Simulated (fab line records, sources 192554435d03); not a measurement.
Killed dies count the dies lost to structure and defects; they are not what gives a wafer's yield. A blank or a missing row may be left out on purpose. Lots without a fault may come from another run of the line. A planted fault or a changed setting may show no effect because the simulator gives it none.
Which tool was responsible? + flow n5Finfet + 21 lots, 63 wafers sampled, at 5 steps of a route of 1938

## WHAT THE GAUGES SHOWED, per wafer
N5_BEOL_M8_INSPECT_30: inspects for defects (brightfield). Usual: rawDefectCount reads 401 (standard deviation 83).
| lot  | measured     | on               | rawDefectCount | flag |
|------|--------------|------------------|----------------|------|
| L074 | day 9 11:13  | defectInspect-02 | 322 416 289    |      |
| L077 | day 9 21:16  | defectInspect-01 | 384 419 483    |      |
| L075 | day 10 05:35 | defectInspect-01 | 357 303 400    |      |
| L078 | day 10 09:20 | defectInspect-01 | 426 423 490    |      |
| L079 | day 10 13:59 | defectInspect-02 | 327 298 327    |      |
| L080 | day 10 14:10 | defectInspect-02 | 479 250 499    |      |
| L081 | day 10 17:38 | defectInspect-02 | 459 658 402    |      |
| L082 | day 11 03:56 | defectInspect-02 | 378 353 393    |      |
| L083 | day 11 11:10 | defectInspect-01 | 409 417 387    |      |
| L085 | day 12 00:28 | defectInspect-02 | 456 328 581    |      |
| L086 | day 12 12:05 | defectInspect-02 | 476 394 424    |      |
| L084 | day 12 20:45 | defectInspect-02 | 379 427 379    |      |
| L088 | day 12 20:55 | defectInspect-01 | 508 395 630    |      |
| L090 | day 12 23:09 | defectInspect-02 | 380 358 335    |      |
| L087 | day 12 23:11 | defectInspect-02 | 339 291 376    |      |
| L089 | day 13 02:41 | defectInspect-02 | 466 428 353    |      |
| L091 | day 13 14:24 | defectInspect-02 | 356 241 371    |      |
| L092 | day 14 00:01 | defectInspect-02 | 412 323 417    |      |
| L094 | day 14 10:14 | defectInspect-01 | 446 527 437    |      |
| L096 | day 14 17:47 | defectInspect-01 | 298 297 364    |      |
| L095 | day 14 17:57 | defectInspect-02 | 337 320 353    |      |

N5_BEOL_M9_THK_MEAS_01. Usual: M9_ILD_THK gives 268 nm (standard deviation 3.3).
| lot  | measured     | on           | M9_ILD_THK (nm) | flag |
|------|--------------|--------------|-----------------|------|
| L074 | day 9 16:06  | filmMetro-02 | 273 267 268     |      |
| L077 | day 10 02:19 | filmMetro-02 | 265 269 267     |      |
| L075 | day 10 10:26 | filmMetro-02 | 270 272 267     |      |
| L078 | day 10 13:49 | filmMetro-01 | 267 271 273     |      |
| L079 | day 10 20:01 | filmMetro-02 | 267 268 270     |      |
| L080 | day 10 20:39 | filmMetro-01 | 263 278 269     |      |
| L081 | day 10 22:13 | filmMetro-02 | 263 267 269     |      |
| L082 | day 11 07:11 | filmMetro-01 | 265 270 268     |      |
| L083 | day 11 14:45 | filmMetro-02 | 264 267 272     |      |
| L085 | day 12 04:43 | filmMetro-01 | 266 269 272     |      |
| L086 | day 12 15:22 | filmMetro-01 | 267 266 266     |      |
| L084 | day 13 00:37 | filmMetro-02 | 261 267 267     |      |
| L088 | day 13 01:34 | filmMetro-02 | 265 271 272     |      |
| L090 | day 13 02:35 | filmMetro-02 | 264 267 275     |      |
| L087 | day 13 02:51 | filmMetro-02 | 270 265 270     |      |
| L089 | day 13 07:57 | filmMetro-01 | 269 275 271     |      |
| L091 | day 13 18:20 | filmMetro-01 | 266 268 271     |      |
| L092 | day 14 04:21 | filmMetro-02 | 266 274 271     |      |
| L094 | day 14 14:10 | filmMetro-02 | 274 271 276     |      |
| L096 | day 14 21:52 | filmMetro-01 | 267 264 268     |      |
| L095 | day 14 22:02 | filmMetro-01 | 268 272 270     |      |

## WHICH TOOL RAN EACH LOT (tool, then ch and the chambers of the sampled wafers, then the start)
| lot  | N5_BEOL_M8_DESCUM_33              | N5_BEOL_M8_ETCH_65                | N5_BEOL_M8_STRIP_80                          |
|------|-----------------------------------|-----------------------------------|----------------------------------------------|
| L074 | rieDiel-04 ch 0,1,2, day 9 11:16  | rieDiel-04 ch 0,1,2, day 9 11:19  | rieDiel-04 ch 0,1,2, day 9 16:06 or earlier  |
| L077 | rieDiel-05 ch 2,3, day 9 22:23    | rieDiel-05 ch 2,3, day 9 22:28    | rieDiel-05 ch 2,3, day 10 02:19 or earlier   |
| L075 | rieDiel-05 ch 2,3, day 10 06:58   | rieDiel-05 ch 2,3, day 10 07:02   | rieDiel-05 ch 2,3, day 10 10:26 or earlier   |
| L078 | rieDiel-02 ch 0,1,2, day 10 10:14 | rieDiel-02 ch 0,1,2, day 10 10:17 | rieDiel-02 ch 0,1,2, day 10 13:49 or earlier |
| L079 | rieDiel-04 ch 1,3, day 10 15:04   | rieDiel-04 ch 1,3, day 10 15:07   | rieDiel-04 ch 1,3, day 10 20:01 or earlier   |
| L080 | rieDiel-02 ch 0,1,2, day 10 15:16 | rieDiel-02 ch 0,1,2, day 10 15:19 | rieDiel-02 ch 0,1,2, day 10 20:39 or earlier |
| L081 | rieDiel-04 ch 1,3, day 10 18:05   | rieDiel-04 ch 1,3, day 10 18:09   | rieDiel-04 ch 1,3, day 10 22:13 or earlier   |
| L082 | rieDiel-05 ch 0,2,3, day 11 03:58 | rieDiel-05 ch 0,2,3, day 11 04:01 | rieDiel-05 ch 0,2,3, day 11 07:11 or earlier |
| L083 | rieDiel-02 ch 1,2,3, day 11 11:13 | rieDiel-02 ch 1,2,3, day 11 11:16 | rieDiel-02 ch 1,2,3, day 11 14:45 or earlier |
| L085 | rieDiel-04 ch 0,3, day 12 00:31   | rieDiel-04 ch 0,3, day 12 00:34   | rieDiel-04 ch 0,3, day 12 04:43 or earlier   |
| L086 | rieDiel-04 ch 0,2,3, day 12 12:07 | rieDiel-04 ch 0,2,3, day 12 12:10 | rieDiel-04 ch 0,2,3, day 12 15:22 or earlier |
| L084 | rieDiel-04 ch 2,3, day 12 21:00   | rieDiel-04 ch 2,3, day 12 21:04   | rieDiel-04 ch 2,3, day 13 00:37 or earlier   |
| L088 | rieDiel-04 ch 0,1, day 12 21:31   | rieDiel-04 ch 0,1, day 12 21:34   | rieDiel-04 ch 0,1, day 13 01:34 or earlier   |
| L090 | rieDiel-02 ch 0,1,3, day 12 23:11 | rieDiel-02 ch 0,1,3, day 12 23:14 | rieDiel-02 ch 0,1,3, day 13 02:35 or earlier |
| L087 | rieDiel-05 ch 0,3, day 12 23:33   | rieDiel-05 ch 0,3, day 12 23:36   | rieDiel-05 ch 0,3, day 13 02:51 or earlier   |
| L089 | rieDiel-05 ch 0,2,3, day 13 02:44 | rieDiel-05 ch 0,2,3, day 13 02:47 | rieDiel-05 ch 0,2,3, day 13 07:57 or earlier |
| L091 | rieDiel-04 ch 0,2, day 13 14:29   | rieDiel-04 ch 0,2, day 13 14:32   | rieDiel-04 ch 0,2, day 13 18:20 or earlier   |
| L092 | rieDiel-02 ch 0,1, day 14 00:04   | rieDiel-02 ch 0,1, day 14 00:07   | rieDiel-02 ch 0,1, day 14 04:21 or earlier   |
| L094 | rieDiel-04 ch 0,1,3, day 14 10:16 | rieDiel-04 ch 0,1,3, day 14 10:19 | rieDiel-04 ch 0,1,3, day 14 14:10 or earlier |
| L096 | rieDiel-05 ch 0,2,3, day 14 17:49 | rieDiel-05 ch 0,2,3, day 14 17:52 | rieDiel-05 ch 0,2,3, day 14 21:52 or earlier |
| L095 | rieDiel-02 ch 0,1,3, day 14 18:10 | rieDiel-02 ch 0,1,3, day 14 18:13 | rieDiel-02 ch 0,1,3, day 14 22:02 or earlier |
- N5_BEOL_M8_DESCUM_33: chemistry O2, time 7 s.
- N5_BEOL_M8_ETCH_65: etches SiARC in CF4, target depth 15.6 nm, time 26 s.
- N5_BEOL_M8_STRIP_80: strips in N2/H2, time 10 s.

## AS READ BY THE TOOLS THEMSELVES (means over the sampled wafers that have a number; for cases with no such wafer, the mark the record gives instead)
N5_BEOL_M8_DESCUM_33. Usual: drypumpMotorCurrentA 5.5 A, standard deviation 0.38; oesProductAu 0.75 a.u., standard deviation 0.08; rfVppV 242.8 V, standard deviation 1.6; showerheadPlenumPTorr 2.07 Torr, standard deviation 0.088; tempC 39.97 C, standard deviation 0.12; throttleValvePct 20.38 %, standard deviation 0.13.
| lot  | tool       | drypumpMotorCurrentA (A) | oesProductAu (a.u.) | rfVppV (V) | showerheadPlenumPTorr (Torr) | tempC (C) | throttleValvePct (%) | flag |
|------|------------|--------------------------|---------------------|------------|------------------------------|-----------|----------------------|------|
| L074 | rieDiel-04 | 5.3                      | 0.76                | 242.5      | 2.06                         | 39.98     | 20.48                |      |
| L077 | rieDiel-05 | 5.8                      | 0.83                | 244.7      | 2.19                         | 39.97     | 20.25                |      |
| L075 | rieDiel-05 | 5.8                      | 0.82                | 244.5      | 2.19                         | 39.86     | 20.27                |      |
| L078 | rieDiel-02 | 5.5                      | 0.75                | 242.7      | 2.09                         | 40.05     | 20.40                |      |
| L079 | rieDiel-04 | 5.4                      | 0.70                | 242.7      | 2.08                         | 39.96     | 20.47                |      |
| L080 | rieDiel-02 | 5.5                      | 0.75                | 242.6      | 2.09                         | 39.91     | 20.39                |      |
| L081 | rieDiel-04 | 5.4                      | 0.70                | 243.5      | 2.08                         | 39.87     | 20.48                |      |
| L082 | rieDiel-05 | 5.5                      | 0.78                | 245.2      | 2.16                         | 40.00     | 20.23                |      |
| L083 | rieDiel-02 | 5.4                      | 0.79                | 243.8      | 2.13                         | 39.95     | 20.35                |      |
| L085 | rieDiel-04 | 5.7                      | 0.68                | 241.9      | 1.96                         | 40.05     | 20.46                |      |
| L086 | rieDiel-04 | 5.4                      | 0.73                | 241.4      | 1.99                         | 39.94     | 20.42                |      |
| L084 | rieDiel-04 | 5.1                      | 0.79                | 242.0      | 2.01                         | 39.98     | 20.39                |      |
| L088 | rieDiel-04 | 5.5                      | 0.68                | 243.2      | 2.08                         | 40.02     | 20.57                |      |
| L090 | rieDiel-02 | 5.4                      | 0.78                | 243.4      | 2.07                         | 39.89     | 20.37                |      |
| L087 | rieDiel-05 | 5.2                      | 0.79                | 244.2      | 2.13                         | 39.96     | 20.12                |      |
| L089 | rieDiel-05 | 5.5                      | 0.76                | 243.8      | 2.15                         | 39.97     | 20.26                |      |
| L091 | rieDiel-04 | 5.2                      | 0.77                | 241.8      | 2.01                         | 39.96     | 20.47                |      |
| L092 | rieDiel-02 | 5.2                      | 0.77                | 242.3      | 2.08                         | 39.91     | 20.37                |      |
| L094 | rieDiel-04 | 5.6                      | 0.76                | 242.0      | 2.02                         | 40.05     | 20.41                |      |
| L096 | rieDiel-05 | 5.5                      | 0.75                | 244.5      | 2.15                         | 40.00     | 20.28                |      |
| L095 | rieDiel-02 | 5.3                      | 0.77                | 242.5      | 2.07                         | 39.86     | 20.40                |      |

N5_BEOL_M8_ETCH_65. Usual: drypumpMotorCurrentA 5.5 A, standard deviation 0.38; etchRfOnTimeS 26.3 s, standard deviation 0.45; oesProductAu 0.64 a.u., standard deviation 0.066; rfVppV 183.9 V, standard deviation 1.3; showerheadPlenumPTorr 2.13 Torr, standard deviation 0.082; throttleValvePct 15.66 %, standard deviation 0.19.
| lot  | tool       | drypumpMotorCurrentA (A) | etchRfOnTimeS (s) | oesProductAu (a.u.) | rfVppV (V) | showerheadPlenumPTorr (Torr) | throttleValvePct (%) | flag |
|------|------------|--------------------------|-------------------|---------------------|------------|------------------------------|----------------------|------|
| L074 | rieDiel-04 | 5.3                      | 26.2              | 0.64                | 183.5      | 2.12                         | 15.74                |      |
| L077 | rieDiel-05 | 5.8                      | 26.5              | 0.70                | 185.1      | 2.25                         | 15.49                |      |
| L075 | rieDiel-05 | 5.8                      | 26.5              | 0.69                | 185.1      | 2.24                         | 15.49                |      |
| L078 | rieDiel-02 | 5.5                      | 26.3              | 0.63                | 183.4      | 2.14                         | 15.63                |      |
| L079 | rieDiel-04 | 5.4                      | 26.2              | 0.60                | 184.0      | 2.15                         | 15.82                |      |
| L080 | rieDiel-02 | 5.5                      | 25.7              | 0.64                | 184.1      | 2.14                         | 15.63                |      |
| L081 | rieDiel-04 | 5.4                      | 26.3              | 0.59                | 184.7      | 2.15                         | 15.83                |      |
| L082 | rieDiel-05 | 5.5                      | 26.6              | 0.67                | 184.6      | 2.21                         | 15.45                |      |
| L083 | rieDiel-02 | 5.4                      | 25.8              | 0.68                | 184.8      | 2.19                         | 15.61                |      |
| L085 | rieDiel-04 | 5.8                      | 26.4              | 0.58                | 182.5      | 2.04                         | 15.82                |      |
| L086 | rieDiel-04 | 5.4                      | 26.2              | 0.62                | 182.9      | 2.05                         | 15.71                |      |
| L084 | rieDiel-04 | 5.1                      | 26.4              | 0.66                | 184.4      | 2.06                         | 15.60                |      |
| L088 | rieDiel-04 | 5.5                      | 26.3              | 0.58                | 184.7      | 2.15                         | 15.91                |      |
| L090 | rieDiel-02 | 5.4                      | 26.5              | 0.66                | 184.3      | 2.13                         | 15.59                |      |
| L087 | rieDiel-05 | 5.2                      | 26.4              | 0.68                | 184.8      | 2.19                         | 15.38                |      |
| L089 | rieDiel-05 | 5.5                      | 26.5              | 0.64                | 184.4      | 2.20                         | 15.50                |      |
| L091 | rieDiel-04 | 5.1                      | 26.1              | 0.66                | 183.4      | 2.07                         | 15.67                |      |
| L092 | rieDiel-02 | 5.1                      | 26.2              | 0.65                | 184.5      | 2.13                         | 15.52                |      |
| L094 | rieDiel-04 | 5.6                      | 26.6              | 0.64                | 183.7      | 2.08                         | 15.72                |      |
| L096 | rieDiel-05 | 5.5                      | 26.7              | 0.63                | 184.1      | 2.20                         | 15.52                |      |
| L095 | rieDiel-02 | 5.3                      | 26.0              | 0.65                | 183.4      | 2.12                         | 15.62                |      |

N5_BEOL_M8_STRIP_80. Usual: drypumpMotorCurrentA 5.5 A, standard deviation 0.38; oesProductAu 0.75 a.u., standard deviation 0.081; rfVppV 59.1 V, standard deviation 0.8; showerheadPlenumPTorr 2.52 Torr, standard deviation 0.1; tempC 40.01 C, standard deviation 0.11; throttleValvePct 23.62 %, standard deviation 0.26.
| lot  | tool       | drypumpMotorCurrentA (A) | oesProductAu (a.u.) | rfVppV (V) | showerheadPlenumPTorr (Torr) | tempC (C) | throttleValvePct (%) | flag |
|------|------------|--------------------------|---------------------|------------|------------------------------|-----------|----------------------|------|
| L074 | rieDiel-04 | 5.3                      | 0.76                | 59.4       | 2.49                         | 39.92     | 23.63                |      |
| L077 | rieDiel-05 | 5.8                      | 0.83                | 59.4       | 2.68                         | 39.95     | 23.61                |      |
| L075 | rieDiel-05 | 5.8                      | 0.82                | 60.1       | 2.67                         | 40.07     | 23.60                |      |
| L078 | rieDiel-02 | 5.5                      | 0.75                | 59.4       | 2.55                         | 40.03     | 23.70                |      |
| L079 | rieDiel-04 | 5.4                      | 0.69                | 59.1       | 2.54                         | 40.06     | 23.66                |      |
| L080 | rieDiel-02 | 5.5                      | 0.74                | 58.8       | 2.54                         | 39.98     | 23.70                |      |
| L081 | rieDiel-04 | 5.4                      | 0.69                | 59.2       | 2.54                         | 40.03     | 23.66                |      |
| L082 | rieDiel-05 | 5.5                      | 0.78                | 59.0       | 2.63                         | 40.12     | 23.49                |      |
| L083 | rieDiel-02 | 5.4                      | 0.80                | 59.2       | 2.59                         | 40.02     | 23.46                |      |
| L085 | rieDiel-04 | 5.8                      | 0.68                | 59.2       | 2.41                         | 39.96     | 23.79                |      |
| L086 | rieDiel-04 | 5.4                      | 0.73                | 59.4       | 2.42                         | 40.07     | 23.60                |      |
| L084 | rieDiel-04 | 5.1                      | 0.78                | 58.6       | 2.43                         | 40.02     | 23.42                |      |
| L088 | rieDiel-04 | 5.5                      | 0.68                | 58.6       | 2.53                         | 39.96     | 23.80                |      |
| L090 | rieDiel-02 | 5.4                      | 0.78                | 59.4       | 2.51                         | 40.00     | 23.61                |      |
| L087 | rieDiel-05 | 5.2                      | 0.79                | 59.1       | 2.60                         | 40.02     | 23.32                |      |
| L089 | rieDiel-05 | 5.5                      | 0.76                | 59.3       | 2.62                         | 40.02     | 23.50                |      |
| L091 | rieDiel-04 | 5.2                      | 0.77                | 58.3       | 2.43                         | 40.03     | 23.54                |      |
| L092 | rieDiel-02 | 5.2                      | 0.77                | 59.8       | 2.51                         | 40.00     | 23.59                |      |
| L094 | rieDiel-04 | 5.6                      | 0.76                | 59.4       | 2.46                         | 40.03     | 23.69                |      |
| L096 | rieDiel-05 | 5.5                      | 0.75                | 59.7       | 2.62                         | 39.98     | 23.51                |      |
| L095 | rieDiel-02 | 5.4                      | 0.77                | 58.8       | 2.51                         | 40.06     | 23.64                |      |

## THE ANSWER, worked out from the rows above alone
Rule: lot off if the mean of its wafers having a number is beyond 3 standard deviations from the usual mean. A lot without any number at a reading at which 4 lots or more have one is off too. Any other lot the step has rows for is counted as sound. First the gauges in route order, then the tools' own readings, where a lot's mean is used as printed above. The first step at which some lot is off is used, and at that step the reading that is off furthest; a lot without a number counts as furthest.
None of the lots is off at any reading shown; this tells nothing.

## WHAT WAS PUT IN BY THE SIMULATOR
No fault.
